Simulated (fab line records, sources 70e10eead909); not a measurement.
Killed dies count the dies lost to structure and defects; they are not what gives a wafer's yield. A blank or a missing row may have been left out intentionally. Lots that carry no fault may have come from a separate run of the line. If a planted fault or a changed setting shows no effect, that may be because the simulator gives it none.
Which tool did it? ; flow nand harc ; 24 lots, 72 wafers sampled, at 4 steps of a route of 1302

## WHAT THE GAUGES SHOWED, per wafer
NHARC_A_BLC_CD_MEAS_19. Usual: cd nm reads 100.5 nm (standard deviation 1.6).
lot;measured;on;cd nm (nm);flag
L074;day 23 01:31;cd sem-02;99.8 98.7 102.6;
L075;day 23 03:19;cd sem-01;101.6 100.9 98.6;
L076;day 23 19:06;cd sem-02;100.5 101.2 100.9;
L078;day 23 21:03;cd sem-01;100.2 100.5 101.1;
L080;day 24 08:23;cd sem-01;99.9 100.0 98.3;
L079;day 24 10:38;cd sem-01;101.5 100.6 101.5;
L077;day 24 17:08;cd sem-03;100.4 101.1 98.8;
L081;day 25 07:52;cd sem-01;99.4 101.1 102.9;
L082;day 25 11:38;cd sem-02;101.3 99.6 102.9;
L083;day 26 02:49;cd sem-02;98.8 99.4 99.6;
L084;day 26 19:15;cd sem-02;98.6 99.5 98.0;
L085;day 26 19:36;cd sem-01;99.8 100.9 101.0;
L086;day 27 08:23;cd sem-03;99.2 100.5 98.8;
L089;day 28 05:32;cd sem-02;100.8 101.8 99.0;
L090;day 28 07:01;cd sem-03;101.6 99.4 100.5;
L087;day 28 08:53;cd sem-02;100.5 99.7 100.2;
L088;day 28 09:28;cd sem-02;98.4 96.7 96.8;
L093;day 30 02:17;cd sem-03;100.6 100.1 100.8;
L092;day 30 04:49;cd sem-03;100.1 98.3 102.1;
L091;day 30 13:21;cd sem-03;99.5 100.6 101.0;
L094;day 31 08:34;cd sem-01;102.0 104.2 102.1;
L096;day 31 09:31;cd sem-03;98.6 97.2 100.8;
L095;day 31 10:25;cd sem-03;100.0 103.4 101.7;
L097;day 31 22:14;cd sem-02;100.9 99.8 102.0;

NHARC_A_M1_CD_MEAS_09: the cd target is 120 nm. Usual: cd nm reads 119.8 nm (standard deviation 0.43).
lot;measured;on;cd nm (nm);flag
L074;day 23 08:33;cd sem-03;120.2 119.9 119.5;
L075;day 23 10:01;cd sem-01;119.5 120.3 119.9;
L076;day 24 01:56;cd sem-01;119.3 119.2 119.2;
L078;day 24 04:05;cd sem-01;119.7 119.7 119.9;
L080;day 24 15:19;cd sem-01;119.5 119.8 119.3;
L079;day 24 17:31;cd sem-03;120.0 120.0 120.3;
L077;day 25 00:21;cd sem-01;119.7 119.9 119.9;
L081;day 25 14:52;cd sem-02;120.1 120.4 120.4;
L082;day 25 19:19;cd sem-02;119.3 119.3 119.5;
L083;day 26 09:46;cd sem-02;120.1 119.8 120.1;
L084;day 27 02:19;cd sem-02;120.2 120.1 120.0;
L085;day 27 02:38;cd sem-02;119.6 119.6 119.4;
L086;day 27 15:10;cd sem-03;119.8 120.0 120.7;
L089;day 28 13:02;cd sem-01;120.7 119.8 119.7;
L090;day 28 14:20;cd sem-03;119.5 119.6 120.5;
L087;day 28 15:48;cd sem-01;119.0 119.3 119.6;
L088;day 28 17:01;cd sem-01;120.0 119.4 119.5;
L093;day 30 09:13;cd sem-03;119.6 119.9 119.6;
L092;day 30 11:46;cd sem-01;120.4 120.8 120.3;
L091;day 30 20:22;cd sem-01;120.3 119.4 120.2;
L094;day 31 16:02;cd sem-01;119.8 119.6 119.9;
L096;day 31 16:49;cd sem-02;119.1 119.9 120.4;
L095;day 31 17:10;cd sem-02;119.7 119.9 119.5;
L097;day 32 05:44;cd sem-02;120.2 120.4 120.2;

## WHICH TOOL RAN EACH LOT (tool, then ch and the chambers of the sampled wafers, then the start)
lot;NHARC_A_BLC_DESCUM_15;NHARC_A_BLC_CMP_25
L074;rie diel-11 ch 2,3, day 23 00:23;cmp-03 ch 1,2,3, day 23 03:10
L075;rie diel-11 ch 0,1,2, day 23 02:19;cmp-03 ch 2,3, day 23 04:54
L076;rie diel-11 ch 0,1,3, day 23 18:05;cmp-03 ch 2,3, day 23 20:40
L078;rie diel-11 ch 0,1,2, day 23 20:02;cmp-01 ch 1,2,3, day 23 22:40
L080;rie diel-10 ch 1,3, day 24 07:25;cmp-03 ch 0,3, day 24 09:58
L079;rie diel-11 ch 0,1,2, day 24 09:41;cmp-04 ch 0,3, day 24 12:17
L077;rie diel-10 ch 0,3, day 24 16:10;cmp-04 ch 0,2,3, day 24 18:51
L081;rie diel-02 ch 1,2,3, day 25 06:53;cmp-01 ch 0,1,2, day 25 09:29
L082;rie diel-11 ch 0,2,3, day 25 10:40;cmp-01 ch 0,1,2, day 25 13:13
L083;rie diel-11 ch 1,2,3, day 26 01:51;cmp-01 ch 1,2,3, day 26 04:23
L084;rie diel-10 ch 0,1, day 26 18:17;cmp-01 ch 2,3, day 26 20:52
L085;rie diel-11 ch 0,2,3, day 26 18:38;cmp-04 ch 1,3, day 26 21:13
L086;rie diel-10 ch 0,3, day 27 07:25;cmp-04 ch 0,1,2, day 27 10:04
L089;rie diel-11 ch 0,2, day 28 04:34;cmp-01 ch 1,2, day 28 07:47
L090;rie diel-11 ch 0,3, day 28 06:02;cmp-01 ch 0,1,3, day 28 09:07
L087;rie diel-11 ch 1,3, day 28 07:55;cmp-01 ch 2,3, day 28 10:28
L088;rie diel-10 ch 2,3, day 28 08:31;cmp-01 ch 2,3, day 28 11:28
L093;rie diel-11 ch 0,1,3, day 30 01:19;cmp-01 ch 1,2,3, day 30 03:53
L092;rie diel-11 ch 0,2, day 30 03:40;cmp-03 ch 0,1,3, day 30 06:27
L091;rie diel-11 ch 0,2,3, day 30 12:23;cmp-01 ch 0,1,3, day 30 14:55
L094;rie diel-11 ch 1,2,3, day 31 07:37;cmp-01 ch 2,3, day 31 10:08
L096;rie diel-10 ch 1,2,3, day 31 08:34;cmp-01 ch 0,1,3, day 31 11:08
L095;rie diel-11 ch 0,2,3, day 31 09:26;cmp-03 ch 0,2,3, day 31 12:00
L097;rie diel-11 ch 0,1,3, day 31 21:17;cmp-03 ch 0,1,3, day 31 23:50
- NHARC_A_BLC_DESCUM_15: chemistry O2, time 3 s.
- NHARC_A_BLC_CMP_25: polishes, t overpolish 30 s, target thk 150 nm.

## AS READ BY THE TOOLS THEMSELVES (means over the sampled wafers that have a number; for cases with no such wafer, the mark the record gives instead)
NHARC_A_BLC_DESCUM_15. Usual: drypump motor current A 5.7 A, standard deviation 0.66; oes product au 1.003 a.u., standard deviation 0.008; rf vpp V 57.9 V, standard deviation 0.81; showerhead plenum p Torr 1.94 Torr, standard deviation 0.073; throttle valve pct 11.310 %, standard deviation 0.009.
lot;tool;drypump motor current A (A);oes product au (a.u.);rf vpp V (V);showerhead plenum p Torr (Torr);throttle valve pct (%);flag
L074;rie diel-11;6.4;1.006;57.7;1.86;11.314;
L075;rie diel-11;5.6;0.994;57.6;1.96;11.312;
L076;rie diel-11;5.5;1.011;57.3;1.91;11.314;
L078;rie diel-11;5.6;0.993;58.2;1.96;11.305;
L080;rie diel-10;5.1;0.998;59.0;2.00;11.317;
L079;rie diel-11;5.6;1.003;58.4;1.96;11.313;
L077;rie diel-10;5.5;1.004;58.7;2.00;11.309;
L081;rie diel-02;5.5;1.005;58.2;1.93;11.311;
L082;rie diel-11;6.1;1.003;57.3;1.93;11.314;
L083;rie diel-11;5.9;1.015;57.7;1.89;11.303;
L084;rie diel-10;6.0;1.005;57.8;1.96;11.307;
L085;rie diel-11;6.0;0.997;58.0;1.93;11.312;
L086;rie diel-10;5.5;0.998;58.2;1.99;11.306;
L089;rie diel-11;5.7;1.004;58.1;2.00;11.306;
L090;rie diel-11;5.7;1.011;57.9;1.94;11.318;
L087;rie diel-11;5.9;1.001;57.2;1.84;11.309;
L088;rie diel-10;5.5;1.009;57.6;2.00;11.312;
L093;rie diel-11;5.5;1.003;58.3;1.90;11.312;
L092;rie diel-11;5.7;1.008;57.8;1.99;11.310;
L091;rie diel-11;6.1;0.999;57.8;1.93;11.316;
L094;rie diel-11;6.0;1.006;57.6;1.89;11.312;
L096;rie diel-10;5.5;0.995;57.8;1.99;11.310;
L095;rie diel-11;6.0;0.998;58.1;1.93;11.308;
L097;rie diel-11;5.5;1.002;57.7;1.90;11.306;

NHARC_A_BLC_CMP_25. Usual: edge zone pressure frac 1.001, standard deviation 0.0049; motor current A 12.6 A, standard deviation 0.91; overpolish run s 30.001 s, standard deviation 0.0089; slurry flow ml min 149.9, standard deviation 0.43; time to endpoint s 29.0 s, standard deviation 2.1.
lot;tool;edge zone pressure frac;motor current A (A);overpolish run s (s);slurry flow ml min;time to endpoint s (s);flag
L074;cmp-03;0.997;12.5;29.991;149.8;29.9;
L075;cmp-03;1.001;12.9;30.009;149.8;26.7;
L076;cmp-03;1.000;12.9;30.000;149.8;27.4;
L078;cmp-01;1.001;12.8;30.001;150.0;29.5;
L080;cmp-03;0.999;13.0;30.007;149.6;32.4;
L079;cmp-04;1.002;11.3;30.011;150.0;28.9;
L077;cmp-04;1.003;12.3;30.006;150.2;27.1;
L081;cmp-01;1.001;13.4;30.002;150.0;26.6;
L082;cmp-01;1.000;13.4;29.999;150.1;29.6;
L083;cmp-01;1.001;13.1;30.005;150.2;28.0;
L084;cmp-01;1.001;13.0;29.995;149.7;29.9;
L085;cmp-04;1.000;11.6;30.000;150.1;29.0;
L086;cmp-04;1.001;11.9;30.002;150.4;28.4;
L089;cmp-01;1.001;13.6;30.000;149.9;28.7;
L090;cmp-01;0.999;12.4;30.005;149.7;28.9;
L087;cmp-01;0.997;13.0;30.010;149.5;28.1;
L088;cmp-01;1.003;13.1;30.005;149.7;28.1;
L093;cmp-01;1.003;12.6;30.000;150.0;27.7;
L092;cmp-03;0.999;12.0;30.006;149.9;32.3;
L091;cmp-01;1.000;12.8;29.999;150.1;27.2;
L094;cmp-01;1.004;12.9;30.003;150.1;29.2;
L096;cmp-01;1.009;12.6;29.999;150.3;31.7;
L095;cmp-03;1.002;12.7;30.000;150.0;29.8;
L097;cmp-03;0.999;12.6;29.994;150.0;30.7;

## THE ANSWER, worked out from the rows above alone
Rule: take the mean of a lot's wafers that have a number; if it is more than 3 standard deviations from the usual mean, the lot is off. A lot without any number at a reading at which 4 lots or more have one is off too. Where the step has rows for the other lots, those lots are counted as sound. First the gauges in route order, then the tools' own readings, where a lot's mean is used as printed above. At the first step where some lot is off, the reading lying furthest off is the one used; lots without a number count as furthest.
None of the lots is off at any reading shown; this tells nothing.

## WHAT HAD BEEN PUT IN BY THE SIMULATOR
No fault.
